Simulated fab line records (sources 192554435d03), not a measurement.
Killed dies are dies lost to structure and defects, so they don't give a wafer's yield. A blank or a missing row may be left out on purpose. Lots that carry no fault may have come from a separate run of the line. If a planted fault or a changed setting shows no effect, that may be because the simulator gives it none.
Split-lot trial | flow n5-finfet | 21 wafers read from 7 lots, route of 1938 steps

ABOUT THE SPLIT
At N5_BEOL_M15_EXPOSE_25 (exposes mask M15, target cd 400 nm), the setting dose-mj was moved away from the recipe's 35.5 on 9 of the 21 wafers read, by -5.7% to +4.7%. The other wafers ran this setting at the recipe's value.

FROM THE SPLIT TO THE READING: what the file shows between them, 3 steps
- N5_BEOL_M15_PEB_26: peb time 90 s
- N5_BEOL_M15_DEVELOP_27: develop time 45 s
- N5_BEOL_M15_HARDBAKE_32: time 120 s

THE READING
Shown in nm: cd-nm at N5_BEOL_M15_CD_MEAS_28, with target cd 407.6 nm. Typical for fault-free wafers on this fab line: 409.2 nm, with standard deviation 1.6 nm.

wafer  | tool, chamber at the split | dose-mj as run | against the recipe | cd-nm, nm | against lot-mates on the recipe
L078.1 | krf-scanner-02, 0          | 35.5           | recipe             | 408.6     | -
L078.2 | krf-scanner-02, 0          | 35.5           | recipe             | 406.9     | -
L078.5 | krf-scanner-02, 0          | 35.5           | recipe             | 407.1     | -
L081.1 | krf-scanner-02, 0          | 35.5           | recipe             | 408.9     | -
L081.2 | krf-scanner-02, 0          | 35.5           | recipe             | 411.5     | -
L081.4 | krf-scanner-02, 0          | 37.17          | +4.7%              | 417.0     | +6.8
L080.2 | krf-scanner-01, 0          | 33.51          | -5.6%              | 399.7     | -10.1
L080.3 | krf-scanner-01, 0          | 35.5           | recipe             | 409.8     | -
L080.4 | krf-scanner-01, 0          | 33.51          | -5.6%              | 398.4     | -11.4
L082.1 | krf-scanner-01, 0          | 33.49          | -5.7%              | 400.0     | -10.5
L082.2 | krf-scanner-01, 0          | 35.5           | recipe             | 410.5     | -
L082.5 | krf-scanner-01, 0          | 33.49          | -5.7%              | 399.8     | -10.7
L087.2 | krf-scanner-02, 0          | 34.08          | -4.0%              | 398.7     | -9.6
L087.4 | krf-scanner-02, 0          | 35.5           | recipe             | 407.2     | -
L087.5 | krf-scanner-02, 0          | 35.5           | recipe             | 409.3     | -
L089.2 | krf-scanner-02, 0          | 35.5           | recipe             | 412.8     | -
L089.3 | krf-scanner-02, 0          | 33.85          | -4.6%              | 405.6     | -5.6
L089.5 | krf-scanner-02, 0          | 35.5           | recipe             | 409.7     | -
L094.1 | krf-scanner-02, 0          | 36.37          | +2.5%              | 412.4     | +3.7
L094.2 | krf-scanner-02, 0          | 35.5           | recipe             | 408.7     | -
L094.6 | krf-scanner-02, 0          | 36.37          | +2.5%              | 412.0     | +3.3

THE FIT
A straight line over all 21 wafers: cd-nm changes by +1.64 nm for each +1% of dose-mj; r = +0.93; the points scatter about the line by 1.9 nm.
The same after taking each lot's own level away (the mean of its wafers on the recipe; 21 wafers): +1.75 nm for each +1%; r = +0.97; scatter 1.3 nm.
The reading moves by 9.9 nm for the largest change in dose-mj, on that fit.
Across the lots, their own levels run from 407.53 to 411.25 nm, a range of 2.3 times the standard deviation given above.
The two slopes agree, so the slope changes little with the lot-to-lot level.
Check: for one of the wafers moved furthest among these (-5.7%), held out of the fit, the line's prediction against its lot-mates is -10.1 nm. It came out at -10.5 nm against them.

OTHER SPLITS APPLIED TO THESE WAFERS
These wafers also went through other splits before the reading. Each is held against what the fit with the lots' levels taken away leaves over:
other split on the same wafers | wafers away from the commonest value | r with cd-nm (lot level and that fit taken away)
N5_BEOL_M14_EXPOSE_25 dose-mj  | 6                                    | +0.23
N5_BEOL_M14_ETCH_68 time-s     | 6                                    | -0.34

THE WHOLE CHAIN: every reading that the file lists as answering this split, in the file's order
step                   | what it does                                                            | reading                                                         | change (the file's fit)              | r (the file's)
N5_BEOL_M15_CD_MEAS_28 | target cd 407.6 nm                                                      | cd-nm                                                           | +1.74 nm for each +1% of the setting | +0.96
N5_BEOL_M15_DESCUM_33  | chemistry O2, time 7.9 s                                                | BEOL_M15.cd-nm (the simulator's own value, which no gauge read) | +1.78 nm for each +1% of the setting | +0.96
N5_BEOL_M15_ETCH_61    | etches BARC in N2/H2, target depth 89 nm, overetch 26.7 nm, time 67.9 s | BEOL_M15.cd-nm (the simulator's own value, which no gauge read) | +1.69 nm for each +1% of the setting | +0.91

THE FILE'S OWN FIT
cd-nm changes by +1.74 nm for each +1% of dose-mj, r = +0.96.
